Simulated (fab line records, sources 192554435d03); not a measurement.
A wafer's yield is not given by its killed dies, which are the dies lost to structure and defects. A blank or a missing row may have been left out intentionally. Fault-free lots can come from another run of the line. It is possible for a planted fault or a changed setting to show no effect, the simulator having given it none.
fab line records	flow n5-finfet
record: lots: 24	wafers: 72	last-day: 17
route steps=1938 shown BEOL_M12@1650 BEOL_M13@1659 BEOL_M14@1716
lots that met no fault: taken from a fault-free run of the same line
start-h: hours from the record's first day to the start of the lot's first wafer shown	wait-h: how many hours have passed since the lot's step before this one	" repeats the value in the row above	L1.1+2: one row covering several wafers at once	- value missing, or start not given	* or withheld: withheld	< > ~ a bound
route shown NAME@n: NAME is a module with steps in the file, n the number in the route of the first one	usual: mean/standard deviation taken from wafers without a fault	same: alike in all rows	chamber/n: place in a boat	sites: per-site readings	_std_site: their standard deviation	_edge_site: the outer-site mean with the inner-site mean subtracted	radius-mm: how far each site lies from the wafer's centre	mask NAME#n: copy n	behind: the tool/chamber that last shaped the wafer	hold: why the lot went on hold/how many hours it stayed there/how the hold came to an end	device: the transistor (n, p or np) that didn't switch	end of line: tests of these same wafers at the route's end	step lacking rows: just its recipe	killed: dies lost to structure and defects at the first sort, not the wafer's yield	map: a wafer's dies, marking killed ones x, the rest . and places with no die _
set.NAME: the setting that was run; set.NAME@STEP: the one run at that earlier step	model.NAME: the simulator's own value behind a step, which no gauge read
a sample of lots followed through the steps of the route, with each step as a table and each wafer as a row
services: from which hour (start-h, from the record's first day; less than 0 if before it) a tool's chamber was out of use, for how many hours, and why
== steps ==
step: N5_BEOL_M12_SPUTTER_45
recipe: material: Cu	target-thk-a: 800	temp-c: -20	bias-v: 60	power-w: 26000	chamber-pressure-pa: 0.13	time-s: 13.33
usual: bias-v: 60.0/0.64	substrate-temp-c: -20.01/0.097	susceptor-temp-C: -19.99/0.11	throttle-valve-pct: 29.8/1
lot.wafer	tool	chamber	start-h	wait-h	bias-v	substrate-temp-c	susceptor-temp-C	throttle-valve-pct
L074.1	pvd-sputter-02	-	229.62	0.0	59.6	-19.94	-20.10	28.9
L074.2	"	-	"	"	60.2	-19.90	-20.10	28.9
L074.5	"	-	"	"	59.6	-20.08	-20.08	30.4
L076.1	pvd-sputter-02	-	234.85	0.0	59.7	-20.11	-20.09	28.0
L076.2	"	-	"	"	60.0	-20.11	-20.08	28.9
L076.4	"	-	"	"	60.8	-20.15	-20.09	28.6
L075.1	pvd-sputter-01	-	238.47	0.0	58.7	-19.99	-20.03	30.4
L075.2	"	-	"	"	58.9	-20.00	-19.98	29.5
L075.3	"	-	"	"	60.6	-19.88	-20.10	30.4
L077.2	pvd-sputter-02	-	241.97	0.0	61.4	-19.98	-20.14	29.0
L077.3	"	-	"	"	59.8	-19.89	-20.03	29.2
L077.5	"	-	"	"	61.2	-20.00	-20.14	28.6
L078.2	pvd-sputter-01	-	261.89	0.0	60.3	-19.93	-20.02	29.6
L078.3	"	-	"	"	59.2	-20.05	-20.02	30.4
L078.6	"	-	"	"	58.9	-20.11	-20.05	29.9
L079.1	pvd-sputter-02	-	272.43	0.0	59.6	-20.10	-20.11	30.4
L079.4	"	-	"	"	60.2	-20.00	-20.00	28.1
L079.6	"	-	"	"	60.2	-20.00	-19.83	29.0
L080.4	pvd-sputter-01	-	275.27	0.0	58.8	-19.91	-20.05	30.2
L080.5	"	-	"	"	59.2	-19.97	-20.04	29.5
L080.6	"	-	"	"	59.4	-20.07	-19.84	30.1
L081.3	pvd-sputter-02	-	279.01	0.0	59.9	-19.88	-19.96	28.8
L081.4	"	-	"	"	60.4	-20.01	-19.94	30.2
L081.5	"	-	"	"	59.1	-19.98	-19.91	30.4
L084.1	pvd-sputter-03	-	292.00	0.0	58.5	-20.24	-20.14	30.8
L084.2	"	-	"	"	60.3	-20.14	-19.96	31.7
L084.6	"	-	"	"	59.8	-19.91	-19.96	29.7
L082.1	pvd-sputter-01	-	295.80	0.0	60.1	-20.02	-19.95	29.7
L082.2	"	-	"	"	59.5	-20.09	-19.77	30.1
L082.6	"	-	"	"	60.6	-20.07	-19.81	30.4
L083.2	pvd-sputter-01	-	296.50	0.0	59.9	-19.84	-19.91	30.8
L083.4	"	-	"	"	59.5	-19.79	-19.77	29.7
L083.6	"	-	"	"	59.6	-19.91	-20.02	30.5
L085.1	pvd-sputter-01	-	307.80	0.0	61.4	-20.02	-19.90	29.7
L085.5	"	-	"	"	60.6	-20.03	-20.10	30.1
L085.6	"	-	"	"	61.4	-19.96	-20.15	29.7
L087.1	pvd-sputter-03	-	313.69	0.0	60.0	-20.04	-19.94	29.8
L087.5	"	-	"	"	59.3	-19.94	-20.04	30.1
L087.6	"	-	"	"	59.2	-19.92	-19.80	30.2
L089.1	pvd-sputter-02	-	323.04	0.0	59.8	-20.07	-20.02	28.8
L089.3	"	-	"	"	59.3	-20.03	-19.81	30.2
L089.4	"	-	"	"	59.7	-20.08	-19.97	28.9
L086.1	pvd-sputter-01	-	327.00	0.0	60.8	-20.02	-19.86	29.4
L086.2	"	-	"	"	60.8	-20.23	-20.12	30.5
L086.4	"	-	"	"	58.6	-19.92	-19.87	30.2
L088.1	pvd-sputter-03	-	338.29	0.0	58.9	-20.03	-19.87	30.8
L088.4	"	-	"	"	59.4	-20.07	-19.89	29.7
L088.5	"	-	"	"	59.8	-20.03	-20.04	30.7
L090.3	pvd-sputter-02	-	341.49	0.0	59.6	-19.93	-19.73	27.9
L090.5	"	-	"	"	60.2	-20.07	-19.89	30.6
L090.6	"	-	"	"	59.6	-19.69	-19.86	27.6
L092.2	pvd-sputter-02	-	345.15	0.0	60.3	-19.99	-19.95	30.4
L092.4	"	-	"	"	59.9	-20.10	-20.06	27.9
L092.6	"	-	"	"	59.2	-20.02	-20.13	28.7
L091.1	pvd-sputter-02	-	346.21	0.0	59.9	-19.79	-19.93	28.0
L091.4	"	-	"	"	60.6	-20.19	-20.03	30.4
L091.5	"	-	"	"	60.7	-20.00	-20.10	29.0
L093.1	pvd-sputter-03	-	369.48	0.0	60.4	-19.95	-19.98	31.9
L093.4	"	-	"	"	60.5	-19.98	-19.87	29.8
L093.6	"	-	"	"	60.6	-19.93	-20.00	29.9
L094.1	pvd-sputter-03	-	372.61	0.0	59.0	-19.98	-19.90	30.1
L094.2	"	-	"	"	60.3	-20.03	-20.11	32.1
L094.6	"	-	"	"	60.9	-20.07	-19.86	30.4
L097.1	pvd-sputter-02	-	374.37	0.0	61.6	-20.07	-19.82	27.9
L097.2	"	-	"	"	59.6	-19.98	-19.98	30.4
L097.3	"	-	"	"	59.7	-19.85	-20.18	28.7
L095.3	pvd-sputter-01	-	377.95	0.0	59.7	-19.91	-20.04	30.6
L095.5	"	-	"	"	60.2	-19.99	-19.85	30.1
L095.6	"	-	"	"	59.2	-20.08	-20.19	29.8
L096.1	pvd-sputter-01	-	380.95	0.0	60.5	-19.92	-20.04	30.2
L096.4	"	-	"	"	59.2	-20.07	-20.04	30.8
L096.6	"	-	"	"	59.4	-20.02	-20.05	30.4
step: N5_BEOL_M12_RS_MEAS_54
recipe: thk-meas-gauge: four-point-probe	reads: Cu_of_BEOL_M12_ECD_47+Ta_of_BEOL_M12_SPUTTER_44+TaN_of_BEOL_M12_SPUTTER_43
usual: M12_RS: 0.0600/0.001
lot.wafer	tool	chamber	start-h	wait-h	M12_RS[ohm/sq]
L074.1	film-metro-02	-	230.88	0.0	0.0603
L074.2	"	-	"	"	0.0600
L074.5	"	-	"	"	0.0606
L076.1	film-metro-01	-	236.02	0.0	0.0605
L076.2	"	-	"	"	0.0588
L076.4	"	-	"	"	0.0603
L075.1	film-metro-02	-	239.45	0.0	0.0611
L075.2	"	-	"	"	0.0612
L075.3	"	-	"	"	0.0595
L077.2	film-metro-01	-	243.15	0.0	0.0604
L077.3	"	-	"	"	0.0609
L077.5	"	-	"	"	0.0611
L078.2	film-metro-02	-	262.89	0.0	0.0604
L078.3	"	-	"	"	0.0590
L078.6	"	-	"	"	0.0608
L079.1	film-metro-02	-	273.45	0.0	0.0617
L079.4	"	-	"	"	0.0590
L079.6	"	-	"	"	0.0620
L080.4	film-metro-02	-	276.25	0.0	0.0599
L080.5	"	-	"	"	0.0613
L080.6	"	-	"	"	0.0606
L081.3	film-metro-01	-	279.99	0.0	0.0610
L081.4	"	-	"	"	0.0612
L081.5	"	-	"	"	0.0597
L084.1	film-metro-02	-	292.98	0.0	0.0588
L084.2	"	-	"	"	0.0612
L084.6	"	-	"	"	0.0617
L082.1	film-metro-01	-	296.85	0.0	0.0586
L082.2	"	-	"	"	0.0614
L082.6	"	-	"	"	0.0603
L083.2	film-metro-01	-	297.48	0.0	0.0618
L083.4	"	-	"	"	0.0602
L083.6	"	-	"	"	0.0610
L085.1	film-metro-02	-	308.78	0.0	0.0583
L085.5	"	-	"	"	0.0596
L085.6	"	-	"	"	0.0617
L087.1	film-metro-01	-	315.27	0.0	0.0591
L087.5	"	-	"	"	0.0612
L087.6	"	-	"	"	0.0598
L089.1	film-metro-02	-	324.33	0.0	0.0604
L089.3	"	-	"	"	0.0595
L089.4	"	-	"	"	0.0599
L086.1	film-metro-02	-	327.98	0.0	0.0590
L086.2	"	-	"	"	0.0596
L086.4	"	-	"	"	0.0612
L088.1	film-metro-01	-	339.27	0.0	0.0596
L088.4	"	-	"	"	0.0599
L088.5	"	-	"	"	0.0585
L090.3	film-metro-01	-	342.47	0.0	0.0598
L090.5	"	-	"	"	0.0591
L090.6	"	-	"	"	0.0583
L092.2	film-metro-01	-	346.16	0.1	0.0587
L092.4	"	-	"	"	0.0589
L092.6	"	-	"	"	0.0592
L091.1	film-metro-02	-	347.85	0.0	0.0607
L091.4	"	-	"	"	0.0585
L091.5	"	-	"	"	0.0614
L093.1	film-metro-02	-	370.47	0.0	0.0587
L093.4	"	-	"	"	0.0585
L093.6	"	-	"	"	0.0594
L094.1	film-metro-01	-	373.59	0.0	0.0589
L094.2	"	-	"	"	0.0588
L094.6	"	-	"	"	0.0587
L097.1	film-metro-01	-	375.39	0.0	0.0591
L097.2	"	-	"	"	0.0585
L097.3	"	-	"	"	0.0614
L095.3	film-metro-02	-	379.10	0.0	0.0591
L095.5	"	-	"	"	0.0590
L095.6	"	-	"	"	0.0606
L096.1	film-metro-02	-	381.92	0.0	0.0604
L096.4	"	-	"	"	0.0595
L096.6	"	-	"	"	0.0605
step: N5_BEOL_M13_ILD_DEP_00
recipe: material: SiOC	target-thk-a: 8379.2	temp-c: 350	precursor: DEMS/O2	pressure-torr: 5	rf-w: 500	time-s: 166.4
usual: heater-power-w: 456/110	showerhead-plenum-p-Torr: 5.691/0.023	susceptor-temp-C: 350.00/0.19	throttle-valve-pct: 11.6/0.54
lot.wafer	tool	chamber	start-h	wait-h	heater-power-w	showerhead-plenum-p-Torr	since-wet-clean-h	susceptor-temp-C	throttle-valve-pct
L074.1	pecvd-03	0	230.95	0.0	419	5.717	754	350.04	11.7
L074.2	"	1	"	"	667	5.670	1479	349.69	12.5
L074.5	"	0	"	"	470	5.736	-	349.98	11.7
L076.1	pecvd-04	1	236.08	0.0	555	5.703	1665	349.93	11.9
L076.2	"	0	"	"	294	5.699	940	350.01	11.8
L076.4	"	2	"	"	318	5.652	-	349.88	11.7
L075.1	pecvd-04	1	239.51	0.0	558	5.665	1668	349.98	11.5
L075.2	"	2	"	"	367	5.640	189	349.79	11.5
L075.3	"	0	"	"	308	5.706	943	350.03	11.5
L077.2	pecvd-04	1	243.21	0.0	522	5.684	1672	349.77	11.5
L077.3	"	2	"	"	390	5.637	193	349.93	11.4
L077.5	"	2	"	"	320	5.641	-	350.06	11.7
L078.2	pecvd-04	2	262.95	0.0	386	5.641	213	350.15	11.5
L078.3	"	0	"	"	303	5.704	967	350.05	11.5
L078.6	"	0	"	"	317	5.710	-	349.94	11.6
L079.1	pecvd-04	2	273.51	0.0	364	5.651	223	350.00	11.4
L079.4	"	1	"	"	482	5.707	-	350.10	11.5
L079.6	"	0	"	"	338	5.731	-	350.00	11.4
L080.4	pecvd-04	0	276.37	0.1	256	5.702	-	350.01	11.4
L080.5	"	1	"	"	583	5.695	-	350.10	11.7
L080.6	"	2	"	"	386	5.657	-	350.03	11.5
L081.3	pecvd-02	1	280.06	0.0	439	5.709	1890	350.00	12.0
L081.4	"	1	"	"	464	5.704	-	350.11	12.1
L081.5	"	0	"	"	373	5.721	-	350.15	11.9
L084.1	pecvd-04	0	293.05	0.0	253	5.712	997	350.01	11.8
L084.2	"	1	"	"	606	5.700	1722	349.71	11.6
L084.6	"	2	"	"	383	5.647	-	350.00	11.7
L082.1	pecvd-02	1	296.91	0.0	446	5.696	1907	349.89	12.2
L082.2	"	0	"	"	407	5.711	1182	349.97	12.0
L082.6	"	0	"	"	317	5.684	-	350.01	11.8
L083.2	pecvd-03	2	297.54	0.0	568	5.688	66	349.79	10.6
L083.4	"	1	"	"	681	5.673	-	349.78	12.5
L083.6	"	0	"	"	379	5.698	-	350.13	11.8
L085.1	pecvd-04	1	308.84	0.0	493	5.702	1738	350.02	11.6
L085.5	"	2	"	"	322	5.645	-	349.91	11.5
L085.6	"	0	"	"	253	5.713	-	350.24	11.6
L087.1	pecvd-03	1	315.33	0.0	699	5.685	1563	349.87	12.3
L087.5	"	0	"	"	454	5.720	-	349.71	11.6
L087.6	"	2	"	"	449	5.694	-	350.06	10.6
L089.1	pecvd-03	1	324.39	0.0	679	5.659	1572	349.87	12.6
L089.3	"	2	"	"	530	5.694	93	350.30	10.5
L089.4	"	0	"	"	463	5.717	-	349.67	11.8
L086.1	pecvd-03	0	328.04	0.0	437	5.723	851	349.65	12.1
L086.2	"	2	"	"	518	5.698	97	350.16	10.3
L086.4	"	0	"	"	456	5.705	-	349.60	11.9
L088.1	pecvd-02	2	339.33	0.0	648	5.691	470	350.24	10.7
L088.4	"	2	"	"	532	5.690	-	349.78	10.7
L088.5	"	0	"	"	413	5.709	-	350.21	11.9
L090.3	pecvd-03	2	342.59	0.1	522	5.701	-	350.17	10.7
L090.5	"	2	"	"	551	5.692	-	350.42	10.7
L090.6	"	0	"	"	385	5.703	-	350.14	12.0
L092.2	pecvd-04	1	346.22	0.0	568	5.696	1775	349.88	11.8
L092.4	"	2	"	"	381	5.646	-	349.93	11.8
L092.6	"	1	"	"	603	5.700	-	349.77	12.0
L091.1	pecvd-04	0	347.92	0.0	280	5.693	1052	350.30	11.2
L091.4	"	2	"	"	311	5.652	-	350.14	11.7
L091.5	"	0	"	"	304	5.707	-	350.26	11.4
L093.1	pecvd-04	2	370.53	0.0	387	5.648	320	349.97	11.7
L093.4	"	1	"	"	483	5.706	-	349.65	11.7
L093.6	"	0	"	"	295	5.715	-	350.31	11.4
L094.1	pecvd-03	1	373.66	0.0	630	5.691	1621	350.06	12.3
L094.2	"	2	"	"	480	5.683	142	349.78	10.7
L094.6	"	2	"	"	513	5.698	-	350.07	10.5
L097.1	pecvd-03	0	375.45	0.0	441	5.709	898	349.89	12.0
L097.2	"	2	"	"	537	5.673	144	350.09	10.8
L097.3	"	1	"	"	655	5.688	1623	350.14	12.3
L095.3	pecvd-02	0	379.16	0.0	357	5.719	1264	350.13	12.2
L095.5	"	2	"	"	521	5.697	-	349.69	10.8
L095.6	"	0	"	"	383	5.699	-	350.01	11.8
L096.1	pecvd-04	0	381.99	0.0	315	5.693	1086	349.97	11.5
L096.4	"	1	"	"	600	5.694	-	349.96	11.6
L096.6	"	2	"	"	307	5.659	-	349.86	11.6
step: N5_BEOL_M13_THK_MEAS_01
recipe: reads: SiOC_of_BEOL_M13_ILD_DEP_00
usual: M13_ILD_THK: 839/11
lot.wafer	tool	chamber	start-h	wait-h	M13_ILD_THK[nm]
L074.1	film-metro-02	-	231.16	0.2	828
L074.2	"	-	"	"	831
L074.5	"	-	"	"	850
L076.1	film-metro-02	-	236.23	0.1	830
L076.2	"	-	"	"	828
L076.4	"	-	"	"	827
L075.1	film-metro-01	-	239.66	0.1	839
L075.2	"	-	"	"	835
L075.3	"	-	"	"	846
L077.2	film-metro-01	-	243.36	0.1	823
L077.3	"	-	"	"	834
L077.5	"	-	"	"	843
L078.2	film-metro-02	-	263.10	0.1	824
L078.3	"	-	"	"	837
L078.6	"	-	"	"	847
L079.1	film-metro-02	-	273.66	0.1	825
L079.4	"	-	"	"	843
L079.6	"	-	"	"	846
L080.4	film-metro-01	-	276.47	0.0	847
L080.5	"	-	"	"	849
L080.6	"	-	"	"	840
L081.3	film-metro-02	-	280.21	0.1	831
L081.4	"	-	"	"	836
L081.5	"	-	"	"	855
L084.1	film-metro-01	-	293.20	0.1	842
L084.2	"	-	"	"	825
L084.6	"	-	"	"	843
L082.1	film-metro-01	-	297.06	0.1	831
L082.2	"	-	"	"	829
L082.6	"	-	"	"	840
L083.2	film-metro-01	-	297.69	0.1	830
L083.4	"	-	"	"	864
L083.6	"	-	"	"	863
L085.1	film-metro-01	-	308.99	0.1	832
L085.5	"	-	"	"	832
L085.6	"	-	"	"	834
L087.1	film-metro-01	-	315.49	0.1	838
L087.5	"	-	"	"	864
L087.6	"	-	"	"	851
L089.1	film-metro-01	-	324.54	0.1	824
L089.3	"	-	"	"	822
L089.4	"	-	"	"	854
L086.1	film-metro-01	-	328.25	0.2	831
L086.2	"	-	"	"	825
L086.4	"	-	"	"	859
L088.1	film-metro-01	-	339.48	0.1	836
L088.4	"	-	"	"	855
L088.5	"	-	"	"	857
L090.3	film-metro-02	-	342.74	0.1	832
L090.5	"	-	"	"	825
L090.6	"	-	"	"	855
L092.2	film-metro-02	-	346.37	0.1	840
L092.4	"	-	"	"	849
L092.6	"	-	"	"	844
L091.1	film-metro-02	-	348.07	0.1	828
L091.4	"	-	"	"	833
L091.5	"	-	"	"	835
L093.1	film-metro-01	-	370.68	0.1	826
L093.4	"	-	"	"	855
L093.6	"	-	"	"	856
L094.1	film-metro-01	-	373.81	0.1	836
L094.2	"	-	"	"	824
L094.6	"	-	"	"	848
L097.1	film-metro-01	-	375.60	0.1	831
L097.2	"	-	"	"	835
L097.3	"	-	"	"	819
L095.3	film-metro-02	-	379.32	0.1	831
L095.5	"	-	"	"	848
L095.6	"	-	"	"	837
L096.1	film-metro-02	-	382.14	0.1	828
L096.4	"	-	"	"	834
L096.6	"	-	"	"	841
step: N5_BEOL_M14_ILD_DEP_00
recipe: material: SiO2	target-thk-a: 11193	temp-c: 400	precursor: TEOS/O2	pressure-torr: 6.5	rf-w: 900	teos-flow-sccm: 161.4	gas: O2	flow-sccm: 2650	time-s: 237.4
usual: heater-power-w: 564/140	showerhead-plenum-p-Torr: 8.350/0.024	susceptor-temp-C: 400.00/0.23	throttle-valve-pct: 18.5/0.91
lot.wafer	tool	chamber	start-h	wait-h	heater-power-w	showerhead-plenum-p-Torr	since-wet-clean-h	susceptor-temp-C	throttle-valve-pct
L074.1	pecvd-01	1	236.47	0.0	746	8.346	2028	400.28	19.5
L074.2	"	2	"	"	378	8.368	516	400.14	18.0
L074.5	"	0	"	"	602	8.346	-	399.89	19.0
L076.1	pecvd-03	2	239.95	0.0	633	8.338	9	399.80	16.7
L076.2	"	1	"	"	750	8.316	1488	400.43	19.3
L076.4	"	2	"	"	685	8.347	-	400.38	16.4
L075.1	pecvd-01	1	243.76	0.0	786	8.342	2035	400.23	19.4
L075.2	"	2	"	"	376	8.357	523	400.01	18.4
L075.3	"	0	"	"	504	8.323	1310	400.10	18.6
L077.2	pecvd-01	0	248.86	0.0	612	8.341	1315	400.09	18.8
L077.3	"	1	"	"	714	8.370	2040	399.80	19.4
L077.5	"	0	"	"	467	8.356	-	400.04	18.7
L078.2	pecvd-02	2	268.50	0.0	781	8.359	400	399.75	16.8
L078.3	"	0	"	"	449	8.394	1154	400.09	18.4
L078.6	"	2	"	"	589	8.315	-	400.09	16.7
L079.1	pecvd-02	2	280.41	0.0	702	8.346	412	400.23	16.3
L079.4	"	2	"	"	751	8.352	-	400.07	16.5
L079.6	"	1	"	"	490	8.324	-	399.89	19.4
L080.4	pecvd-03	0	282.74	0.1	532	8.385	-	399.62	18.2
L080.5	"	2	"	"	630	8.330	-	399.92	16.6
L080.6	"	1	"	"	643	8.344	-	399.49	19.6
L081.3	pecvd-01	2	284.92	0.0	432	8.349	565	400.07	18.6
L081.4	"	2	"	"	324	8.374	-	399.93	18.5
L081.5	"	0	"	"	637	8.354	-	399.90	18.9
L084.1	pecvd-01	1	297.97	0.0	771	8.339	2089	399.71	19.5
L084.2	"	0	"	"	562	8.309	1364	400.10	18.6
L084.6	"	0	"	"	469	8.340	-	400.17	18.9
L082.1	pecvd-01	1	300.96	0.0	769	8.324	2092	399.84	19.4
L082.2	"	2	"	"	438	8.351	581	400.03	18.6
L082.6	"	2	"	"	335	8.344	-	400.00	18.2
L083.2	pecvd-02	0	301.42	0.0	431	8.389	1187	399.81	18.5
L083.4	"	2	"	"	785	8.327	-	400.11	16.8
L083.6	"	0	"	"	335	8.403	-	399.66	18.4
L085.1	pecvd-03	1	314.39	0.0	817	8.336	1562	399.97	19.5
L085.5	"	1	"	"	642	8.312	-	400.00	19.6
L085.6	"	2	"	"	532	8.346	-	400.15	16.5
L087.1	pecvd-01	1	323.98	0.0	651	8.342	2115	399.96	19.2
L087.5	"	2	"	"	399	8.323	-	399.43	18.5
L087.6	"	1	"	"	740	8.354	-	399.99	19.1
L089.1	pecvd-01	1	329.15	0.0	781	8.367	2121	400.18	19.2
L089.3	"	2	"	"	449	8.378	609	399.98	18.5
L089.4	"	0	"	"	588	8.348	-	400.28	18.7
L086.1	pecvd-03	2	337.40	0.0	634	8.330	106	399.98	16.6
L086.2	"	0	"	"	550	8.401	860	400.15	18.5
L086.4	"	1	"	"	642	8.311	-	400.01	19.3
L088.1	pecvd-01	2	345.71	0.0	431	8.361	625	400.51	18.6
L088.4	"	1	"	"	612	8.341	-	399.63	19.3
L088.5	"	0	"	"	614	8.335	-	400.05	19.2
L090.3	pecvd-01	2	347.75	0.0	388	8.373	627	399.88	18.2
L090.5	"	1	"	"	611	8.347	-	400.07	19.4
L090.6	"	2	"	"	441	8.334	-	399.87	18.6
L092.2	pecvd-01	1	354.73	0.0	712	8.366	2146	400.44	19.5
L092.4	"	1	"	"	782	8.318	-	400.18	19.2
L092.6	"	0	"	"	486	8.366	-	400.24	18.8
L091.1	pecvd-03	2	355.39	0.0	656	8.312	124	400.12	16.3
L091.4	"	2	"	"	521	8.330	-	400.16	16.4
L091.5	"	0	"	"	412	8.392	-	400.03	18.1
L093.1	pecvd-01	1	375.17	0.0	646	8.328	2167	399.70	19.0
L093.4	"	0	"	"	461	8.351	-	400.01	19.1
L093.6	"	1	"	"	702	8.362	-	399.95	19.1
L094.1	pecvd-01	0	378.86	0.0	603	8.337	1445	399.68	18.8
L094.2	"	2	"	"	426	8.344	659	399.66	18.8
L094.6	"	2	"	"	333	8.345	-	400.13	18.4
L097.1	pecvd-02	1	379.47	0.0	470	8.377	1990	399.89	19.2
L097.2	"	0	"	"	435	8.379	1265	399.92	18.5
L097.3	"	2	"	"	748	8.335	511	399.71	16.6
L095.3	pecvd-02	2	383.92	0.0	697	8.358	515	399.86	16.8
L095.5	"	0	"	"	431	8.375	-	400.06	18.7
L095.6	"	2	"	"	747	8.364	-	399.85	16.5
L096.1	pecvd-02	0	388.24	0.0	383	8.400	1273	400.18	18.5
L096.4	"	0	"	"	432	8.394	-	400.02	18.8
L096.6	"	1	"	"	516	8.350	-	400.09	19.2
step: N5_BEOL_M14_DEGAS_41
recipe: ambient: vacuum	temp-c: 300	time-s: 60
usual: heater-power-w: 457/34	susceptor-temp-C: 299.98/0.19
lot.wafer	tool	chamber	start-h	wait-h	heater-power-w	susceptor-temp-C
L074.1	pvd-sputter-02	-	241.13	1.9	437	299.80
L074.2	"	-	"	"	491	300.18
L074.5	"	-	"	"	429	299.83
L076.1	pvd-sputter-01	-	247.14	0.2	445	299.86
L076.2	"	-	"	"	455	299.99
L076.4	"	-	"	"	423	300.13
L075.1	pvd-sputter-01	-	254.27	0.1	427	299.69
L075.2	"	-	"	"	492	300.00
L075.3	"	-	"	"	442	299.85
L077.2	pvd-sputter-02	-	255.06	0.3	485	299.70
L077.3	"	-	"	"	427	300.04
L077.5	"	-	"	"	429	300.00
L078.2	pvd-sputter-01	-	271.91	0.1	454	299.99
L078.3	"	-	"	"	501	299.59
L078.6	"	-	"	"	448	300.22
L079.1	pvd-sputter-02	-	283.55	0.2	426	300.25
L079.4	"	-	"	"	436	300.55
L079.6	"	-	"	"	496	300.14
L080.4	pvd-sputter-03	-	286.09	0.2	522	300.01
L080.5	"	-	"	"	534	300.16
L080.6	"	-	"	"	430	300.09
L081.3	pvd-sputter-03	-	293.46	0.6	532	299.63
L081.4	"	-	"	"	497	299.90
L081.5	"	-	"	"	527	300.21
L084.1	pvd-sputter-02	-	300.47	0.0	425	300.12
L084.2	"	-	"	"	420	300.05
L084.6	"	-	"	"	432	300.02
L082.1	pvd-sputter-01	-	304.46	0.3	487	299.80
L082.2	"	-	"	"	440	300.05
L082.6	"	-	"	"	432	300.10
L083.2	pvd-sputter-03	-	304.58	0.3	500	300.12
L083.4	"	-	"	"	531	299.92
L083.6	"	-	"	"	430	300.09
L085.1	pvd-sputter-02	-	323.12	0.6	417	299.99
L085.5	"	-	"	"	433	299.97
L085.6	"	-	"	"	498	300.10
L087.1	pvd-sputter-02	-	326.84	0.1	419	299.89
L087.5	"	-	"	"	485	300.06
L087.6	"	-	"	"	428	300.09
L089.1	pvd-sputter-01	-	334.96	0.5	451	299.79
L089.3	"	-	"	"	450	300.55
L089.4	"	-	"	"	494	300.34
L086.1	pvd-sputter-01	-	340.45	0.3	451	299.74
L086.2	"	-	"	"	483	300.20
L086.4	"	-	"	"	438	300.06
L088.1	pvd-sputter-02	-	348.44	0.1	431	299.83
L088.4	"	-	"	"	443	300.28
L088.5	"	-	"	"	428	299.54
L090.3	pvd-sputter-03	-	353.39	0.4	481	300.02
L090.5	"	-	"	"	429	299.90
L090.6	"	-	"	"	544	300.04
L092.2	pvd-sputter-01	-	357.28	0.0	446	300.13
L092.4	"	-	"	"	467	299.89
L092.6	"	-	"	"	468	300.30
L091.1	pvd-sputter-02	-	359.91	0.4	439	300.44
L091.4	"	-	"	"	435	300.00
L091.5	"	-	"	"	427	300.22
L093.1	pvd-sputter-02	-	378.11	0.0	433	300.09
L093.4	"	-	"	"	452	300.09
L093.6	"	-	"	"	483	300.00
L094.1	pvd-sputter-02	-	383.13	0.2	432	299.70
L094.2	"	-	"	"	425	299.91
L094.6	"	-	"	"	436	299.52
L097.1	pvd-sputter-01	-	383.27	0.2	461	299.52
L097.2	"	-	"	"	444	300.23
L097.3	"	-	"	"	471	300.02
L095.3	pvd-sputter-02	-	386.77	0.3	419	299.72
L095.5	"	-	"	"	429	300.04
L095.6	"	-	"	"	497	299.94
L096.1	pvd-sputter-03	-	392.28	0.9	485	300.19
L096.4	"	-	"	"	507	299.71
L096.6	"	-	"	"	434	299.67
== services ==
tool	chamber	start-h	hours	kind
pecvd-04	-	217.39	1.0	repair
pecvd-01	1	221.11	2.1	scheduled-down
pecvd-02	0	227.39	2.1	scheduled-down
pvd-sputter-03	-	235.09	39.9	repair
pecvd-01	-	245.54	0.4	repair
pecvd-02	2	257.54	8.1	repair
pecvd-02	-	258.78	6.9	repair
pecvd-02	-	276.17	1.1	repair
pecvd-03	2	276.37	5.0	scheduled-down
pecvd-04	1	293.87	2.1	scheduled-down
pecvd-03	-	307.04	2.8	pm
pecvd-02	-	308.00	1.4	repair
pecvd-04	0	323.42	2.1	scheduled-down
pecvd-03	1	325.94	2.1	scheduled-down
pecvd-01	0	333.16	5.5	scheduled-down
pecvd-03	0	340.35	2.1	scheduled-down
pecvd-03	1	342.48	5.0	scheduled-down
pecvd-01	1	383.62	-	clean
pecvd-01	1	383.62	-	consumable-replace:showerhead
pecvd-01	1	383.62	29.0	scheduled-down
pecvd-01	1	383.62	29.0	vent-cycle
== key ==
fault none
